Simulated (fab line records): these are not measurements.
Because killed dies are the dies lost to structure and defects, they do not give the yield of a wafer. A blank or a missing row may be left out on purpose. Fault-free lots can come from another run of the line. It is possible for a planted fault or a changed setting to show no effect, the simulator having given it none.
Which tool did it? + flow nand-harc + 6 lots, 18 wafers sampled, at 1 step of a route of 1302

== WHAT EACH GAUGE READ, for each wafer ==
NHARC_A_ONON_D1_THK_MEAS_27: measures by ellipsometry.
| lot  | measured     | on            | thk-nm (nm)    |
|------|--------------|---------------|----------------|
| L866 | day 8 22:40  | film-metro-02 | 987 986 985    |
| L867 | day 9 12:18  | film-metro-02 | 995 995 995    |
| L873 | day 12 00:29 | film-metro-02 | 1001 1002 1001 |
| L875 | day 12 15:38 | film-metro-01 | 1001 1004 1002 |
| L877 | day 13 16:56 | film-metro-02 | 997 997 998    |
| L880 | day 15 02:55 | film-metro-02 | 994 992 994    |

== WHAT TOOL EACH LOT RAN ON (gives the tool, then ch and the chambers of the sampled wafers, and finally the start) ==
Before these readings, the record contains no process step.

== THE ANSWER, worked out from the rows above alone ==
Rule: the lots themselves supply what counts as usual. The widest of any qualifying gaps counts: lots, ordered by their means at a reading, are off when they make up no more than a third of the lots, leave a main group of 4 or more, and stand apart from it by 3 or more times the standard deviation of that group's means. If all means in a main group match to the digits the tables above print for the reading, that group is not used. A lot without any number at a reading at which 4 lots or more have one is off too. All remaining lots with rows at the step are treated as sound.
Across all readings shown, no lot is off: no conclusion can be drawn from this.

== WHAT THE SIMULATOR HAD INSERTED ==
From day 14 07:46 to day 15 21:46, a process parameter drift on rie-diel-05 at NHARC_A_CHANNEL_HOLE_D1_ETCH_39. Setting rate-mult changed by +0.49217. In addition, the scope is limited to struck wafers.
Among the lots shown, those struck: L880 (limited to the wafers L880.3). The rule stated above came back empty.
